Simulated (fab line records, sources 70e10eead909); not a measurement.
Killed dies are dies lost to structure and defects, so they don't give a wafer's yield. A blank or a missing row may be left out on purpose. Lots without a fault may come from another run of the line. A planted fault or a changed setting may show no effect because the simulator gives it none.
Chamber matching | flow nand_harc | NHARC_P_M0_DEP_32 on pecvd-04: 3 sister chambers
The step deposits SiCN, target thk 30 nm. 3 wafers are shown with their chamber, then 7 later ones without.

WAFERS WITH THEIR CHAMBER
wafer  | chamber | showerhead_vpp_V (V)
L295.5 | 2       | 1276
L297.1 | 0       | 1186
L297.2 | 1       | 1194

WAFERS WITHOUT THEIR CHAMBER
wafer  | showerhead_vpp_V (V)
L297.6 | 1263
L298.1 | 1202
L298.3 | 1201
L298.6 | 1260
L307.4 | 1219
L307.5 | 1178
L307.6 | 1253

WHICH CHAMBER EACH WENT THROUGH
wafer  | from the rows above     | in truth
L297.6 | 2                       | 2
L298.1 | can't be placed: 1 or 0 | 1
L298.3 | can't be placed: 1 or 0 | 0
L298.6 | 2                       | 2
L307.4 | can't be placed: 1 or 0 | 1
L307.5 | can't be placed: 0 or 1 | 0
L307.6 | 2                       | 2
Placed correctly: 3 of 7. Can't be placed from these rows: 4 (the true chamber is among the candidates in 4). Placed wrongly: 0.
How it was worked out, from the rows above alone: a wafer's distance from a chamber is the root of the sum, over the readings, of the square of ((its reading less the chamber's mean) divided by the reading's scatter). The wafer belongs to the nearest chamber; if the next one is less than 2 further off, it can't be placed. A chamber's mean is the mean of its shown wafers. The scatter: with one shown wafer a chamber, the root of the mean of the squares of how far each hidden wafer lies from its nearest shown one.
